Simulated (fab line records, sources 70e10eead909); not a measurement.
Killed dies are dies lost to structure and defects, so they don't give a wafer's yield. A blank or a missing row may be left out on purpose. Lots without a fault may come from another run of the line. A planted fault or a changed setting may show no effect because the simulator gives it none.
A struck lot beside a sound one | flow nand_harc | 14 steps out of a route of 1159
Sound: wafers L724.1, L724.2, L724.4. Struck: wafer L738.2. (L738.6 of the same lot was not struck and is left out.) The cause comes at the end.
At each step with rows: each side's tool, then ch and its chambers, then its first start. Under that, the readings that differ: sound wafers | struck wafers | difference of the means | sigmas: that difference in standard deviations of wafers without a fault.
alike: readings whose means differ by less than 2 such deviations, and words and numbers that are the same on both sides. not compared: withheld readings, readings that some wafer has no value for, bounds like >300 that may hide the same value, and numbers for which the record gives no deviation and whose values overlap.
The two part at a step that has a row with sigmas, a row that says differs or no value, or rows on one side only. Numbers that don't overlap but have no deviation are shown without sigmas and don't part them. A reading that every wafer of one side lacks parts them only if that side has two wafers or more.

first, 9 steps without rows for these wafers: NHARC_A_STAIRCASE_DEHYDRATE_176 (time 120 s); NHARC_A_STAIRCASE_HMDS_177 (time 30 s); NHARC_A_STAIRCASE_COAT_178; NHARC_A_STAIRCASE_SOFTBAKE_179 (time 170 s); NHARC_A_STAIRCASE_EBR_180; NHARC_A_STAIRCASE_EXPOSE_181 (exposes mask STAIR 2); NHARC_A_STAIRCASE_PEB_182 (peb time 130 s); NHARC_A_STAIRCASE_DEVELOP_183 (time 140 s); NHARC_A_STAIRCASE_HARDBAKE_185 (time 140 s).
NHARC_A_STAIRCASE_DESCUM_186: chemistry O2, time 3 s.
  sound on rie_diel-01 ch 0,2,3, day 11 21:25; struck on rie_diel-13 ch 0, day 15 09:18
  reading                     | sound       | struck | difference | sigmas
  drypump_motor_current_A (A) | 5.8 6.1 5.4 | 6.7    | +0.9       | +2
  rf_hours_counter_h (h)      | 42 42 38    | 23     | -18        |
  alike: o2_flow_sccm, oes_product_au, rf_vpp_V, showerhead_plenum_p_Torr, throttle_valve_pct
NHARC_A_STAIRCASE_TRIM_187: chemistry O2, time 211.2 s.
  sound on rie_diel-01 ch 0,1,2, day 11 21:31; struck on rie_diel-13 ch 0, day 15 09:53
  reading                     | sound       | struck | difference | sigmas
  drypump_motor_current_A (A) | 5.8 5.4 5.9 | 6.7    | +1.0       | +2
  rf_hours_counter_h (h)      | 42 38 37    | 23     | -16        |
  alike: o2_flow_sccm, oes_product_au, rf_vpp_V, showerhead_plenum_p_Torr, throttle_valve_pct
NHARC_A_STAIRCASE_ETCH_188: etches the open film in C4F8/O2, target depth 100 nm, time 40.5 s.
  sound on rie_diel-01 ch 0,1,3, day 11 21:39; struck on rie_diel-13 ch 0, day 15 10:02
  reading                | sound             | struck | difference | sigmas
  oes_product_au (a.u.)  | 0.935 0.951 0.953 | 0.815  | -0.131     | -8
  rf_hours_counter_h (h) | 38 42 37          | 23     | -16        |
  alike: rf_vpp_V
NHARC_A_STAIRCASE_TRIM_189: chemistry O2, time 211.2 s.
  sound on rie_diel-01 ch 1,2,3; struck on rie_diel-13 ch 1
  reading                | sound    | struck | difference | sigmas
  rf_hours_counter_h (h) | 37 42 42 | 23     | -17        |
  alike: drypump_motor_current_A, o2_flow_sccm, oes_product_au, rf_vpp_V, showerhead_plenum_p_Torr, throttle_valve_pct
then, 1 step without rows for these wafers: NHARC_END_SORT_01.

WHERE THEY PART
First at NHARC_A_STAIRCASE_DESCUM_186; last, within this record, at NHARC_A_STAIRCASE_ETCH_188. Later steps at which nothing parts them and some readings are alike: NHARC_A_STAIRCASE_TRIM_189.

WHY: what the simulator had put in
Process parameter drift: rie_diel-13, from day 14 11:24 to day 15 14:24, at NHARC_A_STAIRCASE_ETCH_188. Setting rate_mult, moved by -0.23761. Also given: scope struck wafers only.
